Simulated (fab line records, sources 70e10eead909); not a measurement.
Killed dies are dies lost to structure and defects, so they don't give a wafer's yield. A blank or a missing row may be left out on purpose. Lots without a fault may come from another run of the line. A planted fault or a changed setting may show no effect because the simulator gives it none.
fab line records | flow nand_harc
record lots=14 wafers=41 last_day=34
route steps=1302 shown A_CHANNEL_FILL_D1@517 A_ONON_D2@551 END@1302
lots that met no fault: from a run of the same line without faults
start_h: hours from the record's first day to the start of the lot's first wafer shown | wait_h: hours since the lot's step before | " the same as in the row above | L1.1+2: a row that stands for several wafers | - no value, or no start given | * or withheld: withheld | < > ~ a bound
route shown NAME@n: a module of which the file shows steps, and the number in the route of the first | usual: mean/standard deviation of fault-free wafers | same: alike in all rows | chamber/n: place in a boat | sites: the reading at each site | _std_site: their standard deviation | _edge_site: outer sites' mean less inner sites' | radius_mm: how far each site lies from the wafer's centre | mask NAME#n: copy n | behind: the tool/chamber that last shaped the wafer | hold: why the lot was held/for how many hours/how that ended | device: the transistor (n, p or np) that didn't switch | end of line: the same wafers' tests at the end of the route | a step without rows: its recipe alone | killed: dies lost to structure and defects at the first sort, not the wafer's yield | map: a wafer's dies, x killed, . not, _ none there
set.NAME: the setting as run; set.NAME@STEP: as run at that earlier step | model.NAME: the simulator's own value behind a step, which no gauge read
steps of the route over a sample of lots; a table a step, a row a wafer
services: from which hour (start_h, from the record's first day; less than 0 if before it) a tool's chamber was out of use, for how many hours, and why
## steps
# step NHARC_A_CHANNEL_FILL_D1_INSPECT_13
# usual raw_defect_count=371/140
# columns lot.wafer tool chamber start_h wait_h raw_defect_count
L613.2 defect_inspect-02 - 241.07 0.0 399
L613.5 " - " " 267
L613.6 " - " " 210
L614.1 defect_inspect-02 - 249.30 0.0 188
L614.2 " - " " 277
L614.5 " - " " 144
L616.1 defect_inspect-02 - 257.90 0.0 433
L616.4 " - " " 420
L616.5 " - " " 281
L623.1 defect_inspect-02 - 333.13 0.0 367
L623.5 " - " " 885
L625.4 defect_inspect-01 - 346.76 0.0 311
L625.5 " - " " 433
L625.6 " - " " 215
L626.1 defect_inspect-02 - 374.12 0.0 663
L626.3 " - " " 508
L626.5 " - " " 278
L627.1 defect_inspect-02 - 378.48 0.0 335
L627.3 " - " " 565
L627.6 " - " " 333
L628.3 defect_inspect-02 - 378.48 0.0 375
L628.5 " - " " 252
L628.6 " - " " 308
L630.1 defect_inspect-01 - 409.29 0.0 219
L630.3 " - " " 148
L630.6 " - " " 258
L632.1 defect_inspect-01 - 422.79 0.0 398
L632.4 " - " " 287
L632.6 " - " " 298
L633.1 defect_inspect-01 - 450.58 0.0 333
L633.3 " - " " 226
L633.4 " - " " 292
L634.1 defect_inspect-01 - 453.49 0.0 445
L634.4 " - " " 255
L634.5 " - " " 353
L635.2 defect_inspect-01 - 464.19 0.0 751
L635.3 " - " " 365
L635.5 " - " " 240
L636.2 defect_inspect-02 - 472.03 0.0 607
L636.4 " - " " 517
L636.5 " - " " 458
# step NHARC_A_ONON_D2_DEP_09
# recipe target_thk_a=10000 n2_flow_sccm=2750 n2o_flow_sccm=2000 nh3_flow_sccm=500 sih4_flow_sccm=210 temp_c=400
# columns lot.wafer tool chamber start_h wait_h
L613.2+5+6 pecvd_onon-03 0 279.13 0.1
L614.1+2+5 pecvd_onon-03 0 285.28 0.1
L616.1+4+5 pecvd_onon-02 0 295.41 0.1
L623.1+5 pecvd_onon-03 0 366.17 0.1
L625.4+5+6 pecvd_onon-03 0 382.74 0.2
L628.3+5+6 pecvd_onon-02 0 417.04 0.2
L627.1+3+6 pecvd_onon-01 0 417.07 0.1
L626.1+3+5 pecvd_onon-02 0 417.28 0.1
L630.1+3+6 pecvd_onon-01 0 445.07 0.1
L632.1+4+6 pecvd_onon-03 0 456.07 0.2
L633.1+3+4 pecvd_onon-03 0 489.82 0.1
L634.1+4+5 pecvd_onon-01 0 489.86 0.1
L636.2+4+5 pecvd_onon-01 0 511.54 0.1
L635.2+3+5 pecvd_onon-03 0 513.19 0.1
# step NHARC_A_ONON_D2_THK_MEAS_11
# recipe thk_meas_gauge=ellipsometry
# usual thk_nm=1002/8.8
# columns lot.wafer tool chamber start_h wait_h thk_nm
L613.2 film_metro-02 - 279.58 - 1012
L613.5 " - " " 1014
L613.6 " - " " 1013
L614.1 film_metro-02 - 285.79 - 1008
L614.2 " - " " 1008
L614.5 " - " " 1008
L616.1 film_metro-02 - 295.92 - 1007
L616.4 " - " " 1008
L616.5 " - " " 1009
L623.1 film_metro-01 - 366.69 - 1001
L623.5 " - " " 602
L625.4 film_metro-01 - 383.08 - 998
L625.5 " - " " 598
L625.6 " - " " 997
L628.3 film_metro-01 - 417.43 - 998
L628.5 " - " " 1001
L628.6 " - " " 999
L627.1 film_metro-02 - 417.58 - 994
L627.3 " - " " 991
L627.6 " - " " 994
L626.1 film_metro-01 - 417.80 - 1000
L626.3 " - " " 1001
L626.5 " - " " 1002
L630.1 film_metro-02 - 445.58 - 1006
L630.3 " - " " 1006
L630.6 " - " " 1006
L632.1 film_metro-01 - 456.58 - 1010
L632.4 " - " " 1010
L632.6 " - " " 1011
L633.1 film_metro-01 - 490.34 - 1001
L633.3 " - " " 1000
L633.4 " - " " 1000
L634.1 film_metro-01 - 490.37 - 1015
L634.4 " - " " 1017
L634.5 " - " " 1016
L636.2 film_metro-01 - 511.99 - 1007
L636.4 " - " " 1008
L636.5 " - " " 1006
L635.2 film_metro-01 - 513.64 - 1004
L635.3 " - " " 1005
L635.5 " - " " 1003
# step NHARC_A_ONON_D2_DEP_33
# recipe target_thk_a=2000 temp_c=400 pressure_torr=6.5 rf_w=900 teos_flow_sccm=161.4 flow_sccm=2650 target_thk_nm=200 gas=O2 material=SiO2
# usual chamber_pressure_Torr=6.500/0.014 heater_power_w=521/98 throttle_valve_pct=15.8/0.56
# columns lot.wafer tool chamber start_h wait_h chamber_pressure_Torr heater_power_w throttle_valve_pct
L613.2 pecvd-02 1 291.05 0.1 6.511 576 16.6
L613.6 " 1 " " 6.500 591 16.6
L613.5 " 0 " " 6.507 554 15.9
L614.1 pecvd-03 0 296.09 0.1 6.501 369 15.4
L614.2 " 2 " " 6.498 658 15.0
L614.5 " 2 " " 6.508 667 14.9
L616.1 pecvd-03 0 306.20 0.1 6.492 316 15.5
L616.5 " 0 " " 6.521 323 15.8
L616.4 " 1 " " 6.529 596 16.3
L623.1 pecvd-02 0 378.16 0.1 6.476 624 16.1
L623.5 " 2 " " 6.495 586 14.6
L625.6 pecvd-04 2 393.83 0.2 6.491 550 15.9
L625.5 " 0 " " 6.507 465 15.9
L625.4 " 1 " " 6.504 431 15.4
L627.1 pecvd-02 0 428.36 0.1 6.494 625 15.8
L627.3 " 2 " " 6.486 537 15.1
L627.6 " 2 " " 6.497 539 15.2
L628.3 pecvd-04 2 428.45 0.1 6.489 579 16.2
L628.5 " 0 " " 6.498 440 15.8
L628.6 " 2 " " 6.504 591 16.2
L626.1 pecvd-04 2 428.63 0.3 6.488 537 16.1
L626.3 " 0 " " 6.513 485 15.6
L626.5 " 1 " " 6.513 428 15.9
L630.1 pecvd-02 2 456.35 0.1 6.503 547 15.4
L630.3 " 0 " " 6.506 550 16.2
L630.6 " 2 " " 6.493 399 15.1
L632.1 pecvd-04 0 466.91 0.1 6.511 518 15.7
L632.4 " 2 " " 6.489 511 16.0
L632.6 " 1 " " 6.496 380 15.3
L633.3 pecvd-04 0 500.66 0.1 6.494 479 16.1
L633.1 " 1 " " 6.501 389 15.2
L633.4 " 0 " " 6.501 504 16.1
L634.1 pecvd-02 2 500.77 0.1 6.484 490 15.5
L634.4 " 0 " " 6.502 639 16.1
L634.5 " 2 " " 6.468 499 15.1
L635.3 pecvd-02 2 522.22 0.1 6.519 497 15.3
L635.2 " 0 " " 6.490 597 16.2
L635.5 " 2 " " 6.529 521 15.2
L636.2 pecvd-03 1 522.30 0.1 6.510 592 15.9
L636.5 " 0 " " 6.509 359 15.5
L636.4 " 1 " " 6.510 594 15.8
# step NHARC_END_SORT_01
# recipe temp_c=25
# usual killed_at_array=53/18 killed_at_other=0.8/1.1 killed_at_periphery=4.1/2.7 killed_dies=58/18 killed_open=3.1/1.7 killed_short=2.7/1.7
# same gross_dies=677
# columns lot.wafer tool chamber start_h wait_h killed_at_array killed_at_other killed_at_periphery killed_dies killed_open killed_short
L623.1 prober-02 0 667.64 2.5 60 1 5 66 5 5
L623.5 prober-02 0 670.88 3.7 675 1 1 677 1 2
L625.4 prober-01 0 670.03 3.4 62 0 4 66 3 1
L625.5 prober-01 0 670.83 3.7 673 0 4 677 5 2
L625.6 prober-01 0 671.63 4.0 59 0 3 62 4 2
# killed by level:class
L623.1 A_SLIT:chamber_film_flake=32 A_CHANNEL_HOLE_D1:chamber_film_flake=14 A_STAIRCASE:chamber_film_flake=2 A_CHANNEL_HOLE_D2:unspecified=2 A_CONTACT:chamber_film_flake=2 P_CONTACT:geometric_particle:open=1 P_M0:geometric_particle:open=1 P_M2:geometric_particle:short=1
L625.4 A_SLIT:chamber_film_flake=23 A_CHANNEL_HOLE_D2:chamber_film_flake=16 A_CHANNEL_HOLE_D1:chamber_film_flake=6 A_STAIRCASE:chamber_film_flake=5 P_CONTACT:chamber_film_flake=3 A_CONTACT:chamber_film_flake=3 A_WL_FILL:chamber_film_flake=2 A_ONON_D1:geometric_particle:open=1
L625.5 A_ONON_D2:area_dep=618 A_SLIT:chamber_film_flake=20 A_CHANNEL_HOLE_D2:chamber_film_flake=16 A_CONTACT:chamber_film_flake=5 A_STAIRCASE:chamber_film_flake=4 P_CONTACT:chamber_film_flake=3 A_CHANNEL_HOLE_D1:chamber_film_flake=3 P_CONTACT:geometric_particle:open=1
L623.5 A_ONON_D2:area_dep=603 A_CHANNEL_HOLE_D1:chamber_film_flake=40 A_SLIT:chamber_film_flake=19 A_CHANNEL_FILL_D1:chamber_film_flake=2 A_CHANNEL_HOLE_D2:unspecified=2 A_STAIRCASE:chamber_film_flake=2 A_CONTACT:chamber_film_flake=2 P_STI:geometric_particle:short=1
L625.6 A_SLIT:chamber_film_flake=34 A_CHANNEL_HOLE_D2:chamber_film_flake=8 A_CONTACT:chamber_film_flake=6 A_CHANNEL_HOLE_D1:chamber_film_flake=3 P_M1:geometric_particle:open=2 A_CHANNEL_HOLE_D2:geometric_particle:short=2 A_WL_FILL:chamber_film_flake=2 A_BLC:geometric_particle:open=1
## services
# columns tool chamber start_h hours kind
pecvd_onon-01 - 269.00 13.0 pm
pecvd-04 - 269.06 13.0 pm
pecvd-04 0 269.06 13.0 vent_cycle
pecvd-04 1 269.06 13.0 vent_cycle
pecvd-04 2 269.06 13.0 vent_cycle
pecvd-04 0 282.06 - clean
pecvd-04 1 282.06 - clean
pecvd-04 2 282.06 - clean
pecvd-03 0 318.34 22.1 repair
pecvd-03 2 330.37 6.0 repair
pecvd_onon-02 - 366.33 13.0 pm
pecvd-03 - 366.47 13.0 pm
pecvd_onon-03 - 408.00 13.0 pm
pecvd-02 - 408.41 13.0 pm
pecvd-02 0 408.41 13.0 vent_cycle
pecvd-02 1 408.41 13.0 vent_cycle
pecvd-02 2 408.41 13.0 vent_cycle
pecvd-02 0 421.41 - clean
pecvd-02 1 421.41 - clean
pecvd-02 2 421.41 - clean
pecvd_onon-01 - 450.00 13.0 pm
pecvd-04 - 450.06 13.0 pm
pecvd-04 0 450.06 13.0 vent_cycle
pecvd-03 - 499.00 1.1 repair
## key
first_sign step=NHARC_A_ONON_D2_THK_MEAS_11 reading=thk_nm direction=down sigmas=45 usual=1002 struck=600
effect step=NHARC_END_SORT_01 reading=killed_dies direction=up sigmas=34 usual=58 struck=677
more_kills_born_at NHARC_A_ONON_D2_DEP_09@pecvd_onon-03=1221
met_at NHARC_A_ONON_D2_DEP_09
struck_lots L623,L625
struck_wafers L623.5,L625.5
later_rows_left_out L623.5,L625.5
tester_left_out L623,L625
not_acting_at NHARC_A_CHANNEL_FILL_D1_INSPECT_13,NHARC_A_ONON_D2_DEP_33
onset_between 285.28 366.17
fault kind=process_parameter_drift tool=pecvd_onon-03 chamber=- onset_h=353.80 steps=NHARC_A_ONON_D2_DEP_09 channel=target_thk_a offset=* shape=step end_h=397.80 scope=struck_wafers_only acts_in=* stated=*
# tester_left_out: of these lots the tester's yield and bins aren't shown, on N5 and GAA mostly nor the transistor test; their killed dies are dies lost to structure and defects alone, not to doping, threshold or leakage, so they don't give the yield
# later_rows_left_out: the simulator's readings of these wafers behind a module that went badly wrong aren't trusted and aren't shown, but for the sort
